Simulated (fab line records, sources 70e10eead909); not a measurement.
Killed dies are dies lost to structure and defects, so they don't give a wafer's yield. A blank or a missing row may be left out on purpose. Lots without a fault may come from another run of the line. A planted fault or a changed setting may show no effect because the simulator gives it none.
fab line records | flow nand_harc
record lots=10 wafers=30 last_day=33
route steps=1302 shown A_CHANNEL_HOLE_D2@583 END@1302
lots that met no fault: from a run of the same line without faults
start_h: hours from the record's first day to the start of the lot's first wafer shown | wait_h: hours since the lot's step before | " the same as in the row above | L1.1+2: a row that stands for several wafers | - no value, or no start given | * or withheld: withheld | < > ~ a bound
route shown NAME@n: a module of which the file shows steps, and the number in the route of the first | usual: mean/standard deviation of fault-free wafers | same: alike in all rows | chamber/n: place in a boat | sites: the reading at each site | _std_site: their standard deviation | _edge_site: outer sites' mean less inner sites' | radius_mm: how far each site lies from the wafer's centre | mask NAME#n: copy n | behind: the tool/chamber that last shaped the wafer | hold: why the lot was held/for how many hours/how that ended | device: the transistor (n, p or np) that didn't switch | end of line: the same wafers' tests at the end of the route | a step without rows: its recipe alone | killed: dies lost to structure and defects at the first sort, not the wafer's yield | map: a wafer's dies, x killed, . not, _ none there
set.NAME: the setting as run; set.NAME@STEP: as run at that earlier step | model.NAME: the simulator's own value behind a step, which no gauge read
steps of the route over a sample of lots; a table a step, a row a wafer
services: from which hour (start_h, from the record's first day; less than 0 if before it) a tool's chamber was out of use, for how many hours, and why
## steps
# step NHARC_A_CHANNEL_HOLE_D2_OVL_MEAS_11
# usual overlay_x_nm=-0.1/0.86 overlay_y_nm=0.0/0.84
# columns lot.wafer tool chamber start_h wait_h overlay_x_nm overlay_y_nm
L711.2 overlay-01 - 291.48 - -0.4 -0.6
L711.4 " - " " -0.6 -1.3
L711.5 " - " " -0.9 -1.1
L713.3 overlay-02 - 321.71 - -0.2 1.9
L713.4 " - " " -0.1 1.2
L713.5 " - " " -0.1 1.2
L714.1 overlay-02 - 323.51 - -0.4 0.7
L714.2 " - " " -0.3 1.6
L714.4 " - " " 0.0 0.8
L716.3 overlay-01 - 358.62 - 0.5 0.1
L716.5 " - " " 1.5 -0.4
L716.6 " - " " 1.0 -0.1
L717.1 overlay-02 - 360.08 - -1.9 -0.7
L717.3 " - " " -2.8 -0.5
L717.5 " - " " -1.9 -0.1
L727.2 overlay-02 - 458.29 - -0.8 -0.4
L727.3 " - " " -0.6 0.0
L727.4 " - " " -0.2 -0.3
L728.1 overlay-02 - 468.98 - 0.6 -0.3
L728.2 " - " " 0.5 -0.2
L728.5 " - " " 0.6 -0.3
L729.2 overlay-02 - 485.00 - -0.6 -0.5
L729.3 " - " " -0.7 -1.2
L729.4 " - " " -1.3 -1.5
L731.1 overlay-02 - 505.52 - 0.4 -0.2
L731.2 " - " " 0.8 -0.5
L731.4 " - " " 0.1 -0.4
L733.1 overlay-01 - 528.60 - -0.5 0.3
L733.2 " - " " -0.2 0.6
L733.5 " - " " -0.5 0.4
# step NHARC_A_CHANNEL_HOLE_D2_ETCH_39
# recipe target_depth_a=2600 over_etch_frac=0.3 time_s=325 ion_energy_ev=200 n2_flow_sccm=150 h2_flow_sccm=150 ar_flow_sccm=0 rf_w=400 bias_w=150 chemistry=N2/H2
# usual drypump_motor_current_A=5.6/0.46 h2_flow_sccm=149.9/0.44 oes_product_au=0.997/0.0088 rf_fwd_power_W=398.9/1.2 rf_vpp_V=430.6/2 showerhead_plenum_p_Torr=2.04/0.063 throttle_valve_pct=14.171/0.0098
# columns lot.wafer tool chamber start_h wait_h drypump_motor_current_A h2_flow_sccm oes_product_au rf_fwd_power_W rf_hours_counter_h rf_vpp_V showerhead_plenum_p_Torr throttle_valve_pct
L711.2 rie_diel-04 1 - - 5.5 149.7 1.013 398.4 6 431.1 2.06 14.174
L711.4 " 0 " " 4.9 149.6 1.003 399.5 6 428.7 1.99 14.191
L711.5 " 2 " " 5.0 149.7 1.013 398.5 - 433.5 2.12 14.157
L713.4 rie_diel-13 3 - - 5.9 150.7 0.991 397.5 8 431.2 2.03 14.175
L713.3 " 0 " " 5.6 149.4 1.002 398.7 8 427.6 1.97 14.171
L713.5 " 3 " " 5.9 150.2 0.992 398.5 - 431.3 2.03 14.180
L714.1 rie_diel-13 0 - - 5.6 150.2 0.987 397.9 9 429.2 1.97 14.177
L714.4 " 2 " " 5.5 149.9 1.006 400.3 9 428.7 1.95 14.170
L714.2 " 3 " " 5.9 149.6 0.996 399.3 9 430.4 2.03 14.166
L716.3 rie_diel-08 3 - - 5.7 150.1 1.008 397.4 9 432.5 2.11 14.177
L716.5 " 2 " " 5.2 149.6 0.997 399.5 - 431.0 2.03 14.163
L716.6 " 3 " " 5.7 149.9 0.998 397.6 - 432.2 2.11 14.159
L717.3 rie_diel-13 0 - - 5.6 150.2 1.001 401.1 1 429.2 1.97 14.179
L717.1 " 1 " " 6.6 149.6 1.004 399.9 1 434.1 2.12 14.170
L717.5 " 3 " " 5.9 150.2 0.986 398.9 - 429.8 2.03 14.163
L727.2 rie_diel-04 1 - - 5.5 149.6 1.006 399.5 7 430.2 2.05 14.176
L727.4 " 2 " " 5.0 149.7 1.005 399.3 7 434.0 2.12 14.155
L727.3 " 0 " " 4.9 150.0 1.009 399.0 6 428.1 1.99 14.185
L728.1 rie_diel-08 3 - - 5.7 150.1 0.990 398.2 5 432.6 2.11 14.176
L728.2 " 1 " " 5.1 150.3 0.988 397.2 6 430.6 1.99 14.174
L728.5 " 1 " " 5.1 149.7 0.993 399.1 - 428.4 1.99 14.162
L729.3 rie_diel-08 1 - - 5.1 150.4 1.003 400.4 7 428.6 1.99 14.164
L729.2 " 2 " " 5.2 149.1 0.993 399.8 7 430.4 2.03 14.157
L729.4 " 0 " " 6.0 150.7 0.991 398.4 4 430.2 2.02 14.184
L731.2 rie_diel-08 1 - - 5.1 149.4 0.992 398.7 8 427.7 1.99 14.164
L731.4 " 3 " " 5.7 150.1 0.999 400.8 8 433.0 2.11 14.172
L731.1 " 0 " " 6.0 150.0 0.997 396.8 5 429.6 2.02 14.181
L733.2 rie_diel-13 2 - - 5.5 149.8 1.002 398.9 0 426.1 1.94 14.156
L733.1 " 0 " " 5.6 149.7 0.993 401.8 0 428.6 1.97 14.155
L733.5 " 3 " " 5.9 149.8 0.993 399.3 - 429.6 2.02 14.178
# step NHARC_A_CHANNEL_HOLE_D2_ETCH_24
# recipe bias_v=5000 source_w=withheld pressure_mtorr=20 time_s=906.2 ar_flow_sccm=375 c4f8_flow_sccm=93.8 o2_flow_sccm=31.2 temp_c=-20 target_depth_a=15000 chemistry=C4F8/O2/Ar
# usual c4f8_flow_sccm=93.88/0.27 drypump_motor_current_A=5.99/0.26 he_backside_leak_sccm=6.7/0.95 showerhead_plenum_p_Torr=3.62/0.15 throttle_valve_pct=32.235/0.0091
# columns lot.wafer tool chamber start_h wait_h c4f8_flow_sccm drypump_motor_current_A he_backside_leak_sccm rf_hours_counter_h showerhead_plenum_p_Torr throttle_valve_pct
L711.2 har_etch-01 0 296.17 0.6 93.82 5.81 6.2 159 3.70 32.241
L711.4 " 0 " " 93.63 5.82 6.2 - 3.70 32.228
L711.5 " 1 " " 93.62 5.86 6.8 - 3.53 32.237
L713.4 har_etch-02 0 325.36 0.6 93.90 5.89 6.4 - 3.71 32.245
L713.3 " 1 " " 94.38 6.50 6.8 - 3.40 32.222
L713.5 " 0 " " 94.07 5.89 6.7 - 3.71 32.224
L714.1 har_etch-02 1 329.29 0.6 93.87 6.50 6.8 368 3.40 32.229
L714.2 " 0 " " 93.70 5.83 7.1 391 3.71 32.223
L714.4 " 1 " " 94.26 6.51 8.0 - 3.40 32.232
L716.3 har_etch-01 0 362.63 0.6 93.70 5.82 6.7 - 3.67 32.231
L716.6 " 1 " " 94.21 5.87 7.0 - 3.50 32.248
L716.5 " 0 " " 93.55 5.82 6.4 - 3.67 32.246
L717.1 har_etch-02 1 366.00 0.6 94.11 6.48 6.9 391 3.39 32.246
L717.3 " 1 " " 93.72 6.49 6.9 - 3.39 32.222
L717.5 " 1 " " 93.64 6.48 11.9 - 3.39 32.244
L727.2 har_etch-02 1 462.67 0.6 93.66 6.49 5.3 36 3.91 32.243
L727.3 " 0 " " 93.90 5.88 9.8 - 3.67 32.245
L727.4 " 1 " " 94.20 6.47 5.3 - 3.91 32.221
L728.2 har_etch-02 0 472.60 0.6 93.53 5.86 5.8 40 3.67 32.229
L728.1 " 1 " " 93.85 6.50 5.2 40 3.91 32.236
L728.5 " 1 " " 93.63 6.51 5.6 - 3.90 32.215
L729.2 har_etch-01 0 488.42 0.6 94.40 5.81 7.3 282 3.63 32.235
L729.4 " 0 " " 94.14 5.82 7.1 - 3.63 32.227
L729.3 " 1 " " 94.58 5.88 7.6 - 3.46 32.240
L731.1 har_etch-01 0 511.38 0.6 94.10 5.82 7.4 293 3.62 32.212
L731.2 " 1 " " 94.05 5.87 7.4 293 3.46 32.240
L731.4 " 0 " " 94.22 5.85 8.0 - 3.62 32.248
L733.2 har_etch-01 0 534.79 0.6 93.87 5.85 7.5 304 3.62 32.217
L733.1 " 1 " " 93.46 5.88 7.3 304 3.45 32.239
L733.5 " 0 " " 94.41 5.85 7.5 - 3.62 32.252
# step NHARC_A_CHANNEL_HOLE_D2_ETCH_26
# recipe bias_v=300 source_w=2000 pressure_mtorr=30 time_s=224.1 ar_flow_sccm=375 c4f8_flow_sccm=11.4 o2_flow_sccm=113.6 temp_c=-20 target_depth_a=3000 chemistry=C4F8/O2/Ar
# usual c4f8_flow_sccm=11.40/0.037 drypump_motor_current_A=5.99/0.26 he_backside_leak_sccm=6.7/0.73 showerhead_plenum_p_Torr=3.67/0.15 throttle_valve_pct=24.584/0.0093
# columns lot.wafer tool chamber start_h wait_h c4f8_flow_sccm drypump_motor_current_A he_backside_leak_sccm rf_hours_counter_h showerhead_plenum_p_Torr throttle_valve_pct
L711.2 har_etch-01 0 297.73 0.6 11.46 5.83 6.9 160 3.75 24.575
L711.4 " 0 " " 11.40 5.82 6.4 - 3.75 24.576
L711.5 " 1 " " 11.41 5.87 6.5 - 3.57 24.587
L713.4 har_etch-02 0 326.82 0.5 11.44 5.86 7.1 - 3.76 24.578
L713.3 " 1 " " 11.43 6.50 6.9 - 3.43 24.593
L713.5 " 0 " " 11.43 5.90 7.0 - 3.76 24.599
L714.1 har_etch-02 1 330.93 0.7 11.37 6.47 6.6 370 3.43 24.596
L714.2 " 0 " " 11.47 5.85 6.7 393 3.76 24.574
L714.4 " 1 " " 11.38 6.49 6.8 - 3.43 24.595
L716.3 har_etch-01 0 364.00 0.4 11.37 5.82 6.4 - 3.72 24.570
L716.6 " 1 " " 11.37 5.86 7.1 - 3.54 24.590
L716.5 " 0 " " 11.37 5.81 7.1 - 3.72 24.563
L717.1 har_etch-02 1 367.55 0.6 11.46 6.50 6.7 393 3.42 24.585
L717.3 " 1 " " 11.42 6.49 6.6 - 3.42 24.583
L717.5 " 1 " " 11.44 6.49 6.4 - 3.42 24.582
L727.2 har_etch-02 1 464.20 0.6 11.36 6.51 5.7 37 3.97 24.595
L727.3 " 0 " " 11.40 5.87 5.6 - 3.72 24.577
L727.4 " 1 " " 11.38 6.52 5.7 - 3.97 24.594
L728.2 har_etch-02 0 474.26 0.7 11.41 5.88 5.7 41 3.72 24.585
L728.1 " 1 " " 11.39 6.51 5.9 41 3.97 24.595
L728.5 " 1 " " 11.36 6.51 5.9 - 3.97 24.593
L729.2 har_etch-01 0 490.07 0.7 11.43 5.83 7.9 283 3.68 24.575
L729.4 " 0 " " 11.41 5.82 7.5 - 3.68 24.565
L729.3 " 1 " " 11.41 5.86 7.6 - 3.50 24.597
L731.1 har_etch-01 0 513.03 0.7 11.39 5.85 7.5 294 3.67 24.598
L731.2 " 1 " " 11.42 5.85 7.3 294 3.49 24.592
L731.4 " 0 " " 11.42 5.85 7.7 - 3.67 24.579
L733.2 har_etch-01 0 536.45 0.7 11.39 5.83 7.3 306 3.66 24.589
L733.1 " 1 " " 11.40 5.87 7.3 306 3.49 24.580
L733.5 " 0 " " 11.36 5.82 7.3 - 3.66 24.579
# step NHARC_A_CHANNEL_HOLE_D2_XSEM_32
# recipe landing_energy_ev=35000
# usual bot_cd_nm=74.8/1.1 bow_nm=8.63/0.26 tilt_deg=0.07/0.04
# columns lot.wafer tool chamber start_h wait_h bot_cd_nm bow_nm tilt_deg
L711.2 xsem-01 0 299.52 0.1 73.0 8.35 0.04
L711.4 " 0 " " 73.2 8.30 0.04
L711.5 " 0 " " 72.5 8.31 0.04
L713.3 xsem-02 0 328.59 0.1 73.3 8.04 0.00
L713.4 " 0 " " 73.1 8.02 0.00
L713.5 " 0 " " 72.3 7.99 0.00
L714.1 xsem-02 0 332.77 0.1 74.6 8.84 0.07
L714.2 " 0 " " 74.2 8.85 0.07
L714.4 " 0 " " 74.8 8.82 0.07
L716.3 xsem-01 0 365.73 0.1 76.1 8.87 0.09
L716.5 " 0 " " 74.7 8.87 0.09
L716.6 " 0 " " 77.4 8.82 0.09
L717.1 xsem-02 0 369.35 0.1 74.7 8.87 -0.01
L717.3 " 0 " " 75.4 8.83 -0.01
L717.5 " 0 " " 75.4 8.86 -0.01
L727.2 xsem-02 0 466.01 0.1 74.4 8.67 0.06
L727.3 " 0 " " 74.7 10.94 0.06
L727.4 " 0 " " 74.2 8.73 0.06
L728.1 xsem-02 0 476.26 0.1 74.2 8.57 0.17
L728.2 " 0 " " 74.1 10.67 0.17
L728.5 " 0 " " 74.7 8.59 0.17
L729.2 xsem-02 0 491.91 0.1 74.6 8.41 0.03
L729.3 " 0 " " 74.1 8.49 0.03
L729.4 " 0 " " 74.0 8.47 0.03
L731.1 xsem-01 0 514.85 0.1 74.6 9.14 0.08
L731.2 " 0 " " 73.0 9.06 0.08
L731.4 " 0 " " 75.3 9.22 0.08
L733.1 xsem-01 0 538.27 0.1 73.9 8.47 0.10
L733.2 " 0 " " 74.1 8.48 0.10
L733.5 " 0 " " 75.2 8.46 0.10
# step NHARC_END_SORT_01
# recipe temp_c=25
# usual killed_at_array=59/17 killed_at_other=0.7/0.9 killed_at_periphery=3.6/2.3 killed_dies=63/18 killed_open=3.4/1.9 killed_short=2.6/1.7
# same gross_dies=677
# columns lot.wafer tool chamber start_h wait_h killed_at_array killed_at_other killed_at_periphery killed_dies killed_open killed_short
L711.2 prober-02 0 571.32 2.8 74 0 4 78 2 3
L711.4 prober-02 0 572.86 3.3 67 0 5 72 8 0
L711.5 prober-02 0 573.63 3.6 70 0 5 75 3 1
L713.3 prober-01 0 586.74 3.1 52 0 2 54 3 1
L713.4 prober-01 0 587.56 3.4 57 1 2 60 1 3
L713.5 prober-01 0 588.37 3.7 52 1 0 53 3 1
L714.1 prober-02 0 592.88 2.5 43 2 1 46 2 2
L714.2 prober-02 0 593.68 2.8 49 0 3 52 4 1
L714.4 prober-02 0 595.28 3.4 51 0 4 55 5 5
L717.1 prober-02 0 630.03 2.5 75 1 6 82 5 4
L717.3 prober-02 0 631.65 3.1 87 1 5 93 5 3
L717.5 prober-02 0 633.27 3.7 79 2 6 87 2 1
L716.3 prober-01 0 635.92 3.1 57 0 4 61 7 2
L716.5 prober-01 0 637.53 3.7 67 1 5 73 3 2
L716.6 prober-01 0 638.33 4.0 61 0 5 66 2 2
L727.2 prober-02 0 734.09 2.8 94 0 6 100 4 4
L727.3 prober-02 0 734.90 3.1 74 0 3 77 1 4
L727.4 prober-02 0 735.70 3.4 82 1 4 87 1 3
L729.2 prober-02 0 745.22 2.8 55 0 7 62 1 1
L729.3 prober-02 0 746.01 3.1 51 2 7 60 7 2
L729.4 prober-02 0 746.81 3.4 46 0 4 50 0 1
L728.1 prober-01 0 752.21 2.5 47 1 2 50 3 3
L728.2 prober-01 0 753.01 2.8 39 0 2 41 2 1
L728.5 prober-01 0 755.40 3.7 56 2 2 60 6 6
L731.1 prober-01 0 783.34 2.5 53 2 1 56 1 2
L731.2 prober-01 0 784.15 2.8 75 5 3 83 6 5
L731.4 prober-01 0 785.75 3.4 52 1 4 57 3 6
L733.1 prober-01 0 799.06 2.5 69 0 3 72 0 4
L733.2 prober-01 0 799.86 2.8 58 1 1 60 6 3
L733.5 prober-01 0 802.25 3.7 64 0 2 66 1 1
# killed by level:class
L711.2 A_CHANNEL_HOLE_D1:chamber_film_flake=32 A_SLIT:chamber_film_flake=21 A_CHANNEL_HOLE_D2:chamber_film_flake=9 A_WL_FILL:chamber_film_flake=3 A_M0:geometric_particle:open=2 P_ZERO_WELL:chamber_film_flake=2 A_CHANNEL_FILL_D2:chamber_film_flake=2 A_CONTACT:chamber_film_flake=2
L711.4 A_CHANNEL_HOLE_D1:chamber_film_flake=27 A_SLIT:chamber_film_flake=24 A_CONTACT:chamber_film_flake=4 A_CHANNEL_HOLE_D2:chamber_film_flake=3 P_ZERO_WELL:chamber_film_flake=2 P_STI:geometric_particle:open=1 P_M1:geometric_particle:open=1 A_DECK1_JOINT:geometric_particle:open=1
L711.5 A_CHANNEL_HOLE_D1:chamber_film_flake=36 A_SLIT:chamber_film_flake=24 A_CHANNEL_HOLE_D2:chamber_film_flake=3 P_STI:chamber_film_flake=2 A_CONTACT:chamber_film_flake=2 P_STI:geometric_particle:open=1 P_M0:geometric_particle:open=1 A_ONON_D1:geometric_particle:short=1
L713.3 A_CHANNEL_HOLE_D2:chamber_film_flake=40 A_CONTACT:chamber_film_flake=5 A_CHANNEL_FILL_D1:chamber_film_flake=2 P_M0:geometric_particle:open=1 A_ONON_D1:geometric_particle:open=1 A_SGD_CUT:geometric_particle:open=1 A_WL_FILL:geometric_particle:short=1 P_GATE:chamber_film_flake=1
L713.4 A_CHANNEL_HOLE_D2:chamber_film_flake=35 A_SGD_CUT:chamber_film_flake=6 A_CONTACT:chamber_film_flake=4 A_WL_FILL:chamber_film_flake=3 A_SLIT:chamber_film_flake=2 P_GATE:geometric_particle:short=1 A_CHANNEL_FILL_D1:geometric_particle:short=1 A_ONON_D2:geometric_particle:open=1
L713.5 A_CHANNEL_HOLE_D2:chamber_film_flake=31 A_CHANNEL_HOLE_D1:chamber_film_flake=6 A_WL_FILL:chamber_film_flake=3 A_SGD_CUT:chamber_film_flake=2 A_CONTACT:chamber_film_flake=2 A_CHANNEL_FILL_D1:geometric_particle:short=1 A_DECK1_JOINT:geometric_particle:open=1 A_ONON_D2:geometric_particle:open=1
L714.1 A_CHANNEL_HOLE_D2:chamber_film_flake=29 A_CHANNEL_HOLE_D1:chamber_film_flake=3 A_CONTACT:chamber_film_flake=3 A_M1:chamber_film_flake=3 A_CHANNEL_HOLE_D1:geometric_particle:short=1 A_ONON_D2:geometric_particle:open=1 A_WL_FILL:geometric_particle:short=1 P_CONTACT:chamber_film_flake=1
L714.2 A_CHANNEL_HOLE_D2:chamber_film_flake=40 A_M0:geometric_particle:open=3 A_CHANNEL_FILL_D1:chamber_film_flake=2 P_CONTACT:geometric_particle:open=1 A_CHANNEL_FILL_D1:geometric_particle:short=1 P_ZERO_WELL:chamber_film_flake=1 P_BONDPAD:chamber_film_flake=1 A_CHANNEL_HOLE_D1:chamber_film_flake=1
L714.4 A_CHANNEL_HOLE_D2:chamber_film_flake=38 P_CONTACT:geometric_particle:open=2 A_STAIRCASE:chamber_film_flake=2 P_CONTACT:geometric_particle:short=1 P_BONDPAD:geometric_particle:short=1 A_CHANNEL_HOLE_D1:geometric_particle:open=1 A_CHANNEL_FILL_D1:geometric_particle:open=1 A_CHANNEL_FILL_D1:geometric_particle:short=1
L717.1 A_CHANNEL_HOLE_D2:chamber_film_flake=33 A_CHANNEL_HOLE_D1:chamber_film_flake=30 P_M0:geometric_particle:open=2 A_WL_FILL:geometric_particle:short=2 P_GATE:chamber_film_flake=2 P_BONDPAD:chamber_film_flake=2 A_ZERO_WELL:chamber_film_flake=2 A_CONTACT:chamber_film_flake=2
L717.3 A_CHANNEL_HOLE_D1:chamber_film_flake=36 A_CHANNEL_HOLE_D2:chamber_film_flake=34 P_M0:geometric_particle:open=3 A_ZERO_WELL:chamber_film_flake=3 A_WL_FILL:chamber_film_flake=3 A_CONTACT:chamber_film_flake=3 A_WL_FILL:geometric_particle:short=2 P_GATE:chamber_film_flake=2
L717.5 A_CHANNEL_HOLE_D1:chamber_film_flake=40 A_CHANNEL_HOLE_D2:chamber_film_flake=31 A_CONTACT:chamber_film_flake=3 P_BONDPAD:chamber_film_flake=2 THIN_TSV:chamber_film_flake=2 A_STAIRCASE:chamber_film_flake=2 P_M1:geometric_particle:open=1 A_ONON_D2:geometric_particle:short=1
L716.3 A_SLIT:chamber_film_flake=32 A_CHANNEL_HOLE_D2:chamber_film_flake=12 A_CHANNEL_HOLE_D1:chamber_film_flake=3 A_CONTACT:chamber_film_flake=3 P_M0:geometric_particle:open=2 A_ONON_D1:geometric_particle:open=2 P_STI:geometric_particle:short=1 P_GATE:geometric_particle:open=1
L716.5 A_SLIT:chamber_film_flake=36 A_CHANNEL_HOLE_D2:chamber_film_flake=8 A_CHANNEL_HOLE_D1:chamber_film_flake=6 A_CONTACT:chamber_film_flake=5 A_STAIRCASE:chamber_film_flake=4 A_WL_FILL:chamber_film_flake=3 P_M2:geometric_particle:short=1 A_CHANNEL_FILL_D1:geometric_particle:open=1
L716.6 A_SLIT:chamber_film_flake=29 A_CHANNEL_HOLE_D2:chamber_film_flake=22 P_BONDPAD:chamber_film_flake=3 P_ZERO_WELL:chamber_film_flake=2 A_CHANNEL_HOLE_D1:chamber_film_flake=2 A_CONTACT:chamber_film_flake=2 A_ONON_D2:geometric_particle:open=1 A_CHANNEL_HOLE_D2:geometric_particle:open=1
L727.2 A_CHANNEL_HOLE_D1:chamber_film_flake=35 A_SLIT:chamber_film_flake=34 A_CONTACT:chamber_film_flake=11 A_WL_FILL:chamber_film_flake=4 P_CONTACT:geometric_particle:open=2 A_DECK1_JOINT:geometric_particle:open=2 P_GATE:chamber_film_flake=2 A_STAIRCASE:chamber_film_flake=2
L727.3 A_CHANNEL_HOLE_D1:chamber_film_flake=30 A_SLIT:chamber_film_flake=18 A_CONTACT:chamber_film_flake=12 A_DECK1_JOINT:chamber_film_flake=5 A_WL_FILL:chamber_film_flake=3 P_GATE:geometric_particle:open=1 A_CHANNEL_FILL_D1:geometric_particle:short=1 A_ONON_D2:geometric_particle:short=1
L727.4 A_SLIT:chamber_film_flake=34 A_CHANNEL_HOLE_D1:chamber_film_flake=28 A_CONTACT:chamber_film_flake=12 P_GATE:chamber_film_flake=2 A_DECK1_JOINT:chamber_film_flake=2 A_WL_FILL:chamber_film_flake=2 A_CHANNEL_FILL_D2:geometric_particle:short=1 A_WL_FILL:geometric_particle:open=1
L729.2 A_CHANNEL_HOLE_D2:chamber_film_flake=26 A_CHANNEL_HOLE_D1:chamber_film_flake=17 A_SLIT:chamber_film_flake=7 P_CONTACT:chamber_film_flake=4 P_GATE:chamber_film_flake=2 A_CHANNEL_HOLE_D2:geometric_particle:short=1 A_SGD_CUT:geometric_particle:open=1 P_STI:chamber_film_flake=1
L729.3 A_CHANNEL_HOLE_D2:chamber_film_flake=25 A_CHANNEL_HOLE_D1:chamber_film_flake=11 A_M0:geometric_particle:open=3 P_GATE:chamber_film_flake=3 P_CONTACT:chamber_film_flake=3 A_CHANNEL_FILL_D1:geometric_particle:open=2 A_SLIT:chamber_film_flake=2 A_WL_FILL:chamber_film_flake=2
L729.4 A_CHANNEL_HOLE_D2:chamber_film_flake=24 A_SLIT:chamber_film_flake=8 A_CHANNEL_HOLE_D1:chamber_film_flake=7 P_CONTACT:chamber_film_flake=3 A_CONTACT:chamber_film_flake=3 A_STAIRCASE:geometric_particle:short=1 P_STI:chamber_film_flake=1 A_CHANNEL_FILL_D1:chamber_film_flake=1
L728.1 A_CHANNEL_HOLE_D1:chamber_film_flake=29 A_CONTACT:chamber_film_flake=4 A_SLIT:chamber_film_flake=3 A_CHANNEL_FILL_D1:chamber_film_flake=2 A_STAIRCASE:chamber_film_flake=2 A_SGD_CUT:chamber_film_flake=2 P_GATE:geometric_particle:open=1 P_CONTACT:geometric_particle:short=1
L728.2 A_CHANNEL_HOLE_D1:chamber_film_flake=24 A_SLIT:chamber_film_flake=6 A_CONTACT:chamber_film_flake=5 A_CHANNEL_FILL_D1:chamber_film_flake=2 P_GATE:geometric_particle:short=1 P_CONTACT:geometric_particle:open=1 A_CHANNEL_FILL_D2:geometric_particle:open=1 A_ZERO_WELL:chamber_film_flake=1
L728.5 A_CHANNEL_HOLE_D1:chamber_film_flake=36 A_CONTACT:chamber_film_flake=4 A_SLIT:chamber_film_flake=3 A_ONON_D2:geometric_particle:short=2 A_CHANNEL_FILL_D2:geometric_particle:open=2 THIN_TSV:chamber_film_flake=2 P_CONTACT:geometric_particle:open=1 A_SOURCE_PLATE:geometric_particle:short=1
L731.1 A_CHANNEL_HOLE_D2:chamber_film_flake=21 A_SLIT:chamber_film_flake=16 A_CHANNEL_HOLE_D1:chamber_film_flake=5 A_CONTACT:chamber_film_flake=5 A_STAIRCASE:chamber_film_flake=2 THIN_TSV:chamber_film_flake=2 A_CHANNEL_FILL_D1:geometric_particle:short=1 A_CHANNEL_FILL_D2:geometric_particle:short=1
L731.2 A_SLIT:chamber_film_flake=23 A_CHANNEL_HOLE_D2:chamber_film_flake=17 A_CHANNEL_HOLE_D1:chamber_film_flake=13 A_CONTACT:chamber_film_flake=9 THIN_TSV:chamber_film_flake=4 A_STAIRCASE:chamber_film_flake=3 A_ONON_D1:geometric_particle:open=2 P_CONTACT:geometric_particle:open=1
L731.4 A_SLIT:chamber_film_flake=22 A_CHANNEL_HOLE_D2:chamber_film_flake=16 A_CONTACT:chamber_film_flake=3 A_CHANNEL_FILL_D2:geometric_particle:short=2 P_STI:chamber_film_flake=2 A_CHANNEL_HOLE_D1:chamber_film_flake=2 P_GATE:geometric_particle:short=1 P_CONTACT:geometric_particle:short=1
L733.1 A_CHANNEL_HOLE_D2:chamber_film_flake=42 A_SLIT:chamber_film_flake=9 A_CHANNEL_HOLE_D1:chamber_film_flake=8 A_STAIRCASE:chamber_film_flake=4 P_M2:chamber_film_flake=2 A_CONTACT:chamber_film_flake=2 P_M0:geometric_particle:short=1 A_CHANNEL_FILL_D2:geometric_particle:short=1
L733.2 A_CHANNEL_HOLE_D2:chamber_film_flake=25 A_CHANNEL_HOLE_D1:chamber_film_flake=11 A_SLIT:chamber_film_flake=10 A_WL_FILL:geometric_particle:open=3 A_WL_FILL:geometric_particle:short=2 A_CONTACT:chamber_film_flake=2 P_CONTACT:geometric_particle:short=1 A_ONON_D2:geometric_particle:open=1
L733.5 A_CHANNEL_HOLE_D2:chamber_film_flake=34 A_CHANNEL_HOLE_D1:chamber_film_flake=21 A_SLIT:chamber_film_flake=3 A_STAIRCASE:chamber_film_flake=2 A_CONTACT:chamber_film_flake=2 P_STI:geometric_particle:short=1 A_M0:geometric_particle:open=1 P_GATE:chamber_film_flake=1
## services
# columns tool chamber start_h hours kind
rie_diel-08 2 335.88 5.3 repair
rie_diel-13 - 342.00 9.0 pm
rie_diel-04 - 354.90 9.0 pm
rie_diel-08 0 356.13 5.0 repair
rie_diel-08 - 367.80 9.0 pm
har_etch-02 1 367.90 - consumable_replace:showerhead
har_etch-02 1 367.90 17.0 scheduled_down
har_etch-02 1 367.90 17.0 vent_cycle
xsem-01 - 374.00 14.0 pm
har_etch-01 - 377.65 4.9 repair
har_etch-02 - 387.28 17.0 pm
har_etch-02 0 387.28 17.0 vent_cycle
har_etch-02 1 387.28 17.0 vent_cycle
rie_diel-08 0 390.50 23.0 repair
rie_diel-04 0 391.23 3.2 repair
har_etch-02 0 404.28 - clean
har_etch-02 0 404.28 - consumable_replace:focus_ring
har_etch-02 - 414.25 12.5 repair
rie_diel-13 1 419.44 5.6 repair
rie_diel-04 3 422.81 5.7 repair
rie_diel-08 0 467.70 5.3 repair
rie_diel-04 1 470.09 27.1 repair
rie_diel-13 - 519.47 9.0 pm
rie_diel-04 - 531.90 9.0 pm
## key
first_sign step=NHARC_A_CHANNEL_HOLE_D2_XSEM_32 reading=bow_nm direction=up sigmas=8.3 usual=8.63 struck=10.80
effect none on later readings
met_at NHARC_A_CHANNEL_HOLE_D2_ETCH_24
struck_lots L727,L728
struck_wafers L727.3,L728.2
tester_left_out L727,L728
not_acting_at NHARC_A_CHANNEL_HOLE_D2_OVL_MEAS_11,NHARC_A_CHANNEL_HOLE_D2_ETCH_39,NHARC_A_CHANNEL_HOLE_D2_ETCH_26
onset_between 329.29 462.67
fault kind=process_parameter_drift tool=har_etch-02 chamber=0 onset_h=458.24 steps=NHARC_A_CHANNEL_HOLE_D2_ETCH_24 channel=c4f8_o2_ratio offset=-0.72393 shape=step end_h=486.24 acts_in=these_recipes_only stated=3
# tester_left_out: of these lots the tester's yield and bins aren't shown, on N5 and GAA mostly nor the transistor test; their killed dies are dies lost to structure and defects alone, not to doping, threshold or leakage, so they don't give the yield
